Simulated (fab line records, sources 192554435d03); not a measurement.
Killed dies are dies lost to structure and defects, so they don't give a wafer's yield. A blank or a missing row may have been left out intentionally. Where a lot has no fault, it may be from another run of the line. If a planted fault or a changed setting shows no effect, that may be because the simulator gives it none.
A struck lot beside a sound one || flow n5-finfet || 38 steps out of a route of 1938
Sound: these wafers, L603.2, L603.5, L603.6. Struck: wafer L614.4; the same lot's L614.3 was not struck, so it is left out; see the end for the cause.
For every step that has rows: the tool of each side, followed by ch and its chambers, followed by its first start. Under that, the readings that differ: sound wafers || struck wafers || difference of the means || sigmas: that difference in standard deviations of wafers without a fault.
alike: readings with means less than 2 such deviations apart, plus words and numbers identical on both sides. not compared: withheld readings, readings lacking a value on some wafer, bounds such as >300 that could conceal the same value, and numbers that have no deviation in the record and whose values overlap.
A row with sigmas, a row that says differs or no value, or rows on one side alone: a step with any of these is where the two part. Numbers that don't overlap but have no deviation are shown without sigmas and don't part them. A reading missing from all wafers of one side parts the sides only when that side holds two or more wafers.

first, 12 steps without rows for these wafers: N5_BEOL_M0_ALD_136 (deposits TaN, pulse time 2 s, purge time 3 s, co reactant purge time 2 s); N5_BEOL_M0_SURFACE_TREAT_137; N5_BEOL_M0_CVD_115 (deposits Co from CCTBA/H2, time 120 s); N5_BEOL_M0_SPUTTER_116 (material Cu, target thk 4 nm, time 7.37 s); N5_BEOL_M0_ANNEAL_117 (time 60 s); N5_BEOL_M0_SPUTTER_132 (material Cu, target thk 4 nm, time 7.37 s); N5_BEOL_M0_ANNEAL_133 (time 60 s); N5_BEOL_M0_SPUTTER_134 (material Cu, target thk 4 nm, time 7.37 s); N5_BEOL_M0_ANNEAL_135 (time 60 s); N5_BEOL_M0_SPUTTER_141 (material Cu, target thk 4 nm, time 7.37 s); N5_BEOL_M0_ECD_118 (material Cu, target thk 300 nm); N5_BEOL_M0_ANNEAL_119 (time 90 s).
N5_BEOL_M0_CMP_120: polishes, stops on SiOC, t overpolish 6.9 s.
  sound on cmp-02 ch 0,3, day 8 01:22; struck on cmp-02 ch 1, day 10 18:38
{"reading": "barrier-field-endpoint-s (s)", "sound": "3.83 3.81 3.99", "struck": 7.66, "difference": "+3.78", "sigmas": "+29"}
{"reading": "time-to-endpoint-s (s)", "sound": "62 63 68", "struck": 82, "difference": "+18", "sigmas": "+5"}
{"reading": "model.SiOC_of_BEOL_M0_SAQP_ILD_DEP_01.thk-nm (nm)", "sound": "39.2 39.2 39.2", "struck": 41.6, "difference": "+2.4", "sigmas": ""}
  alike: motor-current-A, overpolish-run-s
  not compared: pad-life-wafers
then, 4 steps without rows for these wafers: N5_BEOL_M0_PRE_CLEAN_131 (time 15 s); N5_BEOL_M0_CO_CAP_123 (material Co, precursor CCTBA/H2, target thk 2 nm, time 102.1 s); N5_BEOL_M0_PRE_CLEAN_124 (time 15 s); N5_BEOL_M0_DEP_125 (deposits SiCN from 3MS/NH3, target thk 8 nm, time 14 s).
N5_BEOL_M0_INSPECT_127: inspects for defects (darkfield).
  sound on defect-inspect-01, day 8 01:58; struck on defect-inspect-02, day 10 19:14
{"reading": "raw-defect-count", "sound": "61 74 64", "struck": 3563, "difference": "+3497", "sigmas": "+99 or more"}
then, 18 steps without rows for these wafers: N5_BEOL_M1_ILD_DEP_00 (deposits SiOC from DEMS/O2, target thk 79 nm, time 15.3 s); N5_BEOL_M1_PECVD_72 (deposits SiO2 from TEOS/O2, target thk 16 nm, time 18 s); N5_BEOL_M1_HM_DEP_02 (deposits TiN, target thk 20 nm); N5_BEOL_M1_COAT_61 (time 60 s, resist thk 60 nm); N5_BEOL_M1_COAT_62 (time 60 s, resist thk 12 nm); N5_BEOL_M1_COAT_73 (time 60 s, resist thk 5 nm); N5_BEOL_M1_COAT_05 (resist thk 30 nm); N5_BEOL_M1_EBR_07; N5_BEOL_M1_SOFTBAKE_06 (time 60 s); N5_BEOL_M1_EXPOSE_08 (exposes mask M1); N5_BEOL_M1_PEB_09 (peb time 60 s); N5_BEOL_M1_DEVELOP_10 (develop time 30 s); N5_BEOL_M1_DESCUM_16 (chemistry O2, time 7 s); N5_BEOL_M1_ETCH_74 (etches underlayer in N2/H2, target depth 6.5 nm, time 5.2 s); N5_BEOL_M1_ETCH_63 (etches SiARC in CF4, target depth 15.6 nm, time 26 s); N5_BEOL_M1_ETCH_64 (etches SOC in N2/H2, target depth 75 nm, overetch 15 nm, time 112.5 s); N5_BEOL_M1_STRIP_65 (strips in N2/H2); N5_BEOL_M1_STRIP_75 (strips in N2/H2).
N5_BEOL_M4_RC_MEAS_101:
  the record has rows for the sound wafers here (prober-02 ch 0, day 10 14:57) and none for the struck ones
-- the record jumps here: 7 days lie between the struck wafers' starts before and after (it left off in module BEOL_M4 and takes up again in module PASSIVATION, whose first step shown is number 1936 of the route) --
N5_PASSIVATION_PROBE_49:
  sound on prober-02, day 15 03:05; struck on prober-01, day 17 14:56
{"reading": "defect-limited-yield (%)", "sound": "90.3 91.3 91.9", "struck": 0, "difference": -91, "sigmas": -65}
{"reading": "killed_at_M0_to_M3", "sound": "37 22 25", "struck": 1118, "difference": "+1090", "sigmas": "+99 or more"}
{"reading": "killed-dies", "sound": "115 103 95", "struck": 1180, "difference": "+1076", "sigmas": "+67"}
{"reading": "killed-on-rim", "sound": "12 13 15", "struck": 152, "difference": "+139", "sigmas": "+34"}
{"reading": "killed-short", "sound": "32 36 24", "struck": 48, "difference": "+17", "sigmas": "+2"}
{"reading": "sort-n-pass", "sound": "1065 1077 1085", "struck": 0, "difference": -1076, "sigmas": -63}
{"reading": "sort-yield-pct (%)", "sound": "90.3 91.3 91.9", "struck": 0, "difference": -91, "sigmas": -61}
  alike: killed_at_M4_up, killed-at-contacts, killed-at-front-end, killed-at-other, killed-open, sort_bin_4_leakage, sort_bin_5_function, sort_bin_6_memory

== WHERE THEY PART ==
At N5_BEOL_M0_CMP_120 first; at N5_PASSIVATION_PROBE_49 last (within this record only).

WHY: what had been put in by the simulator
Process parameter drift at N5_BEOL_M0_CMP_120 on cmp-02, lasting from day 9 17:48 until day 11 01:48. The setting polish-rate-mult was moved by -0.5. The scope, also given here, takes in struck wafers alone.
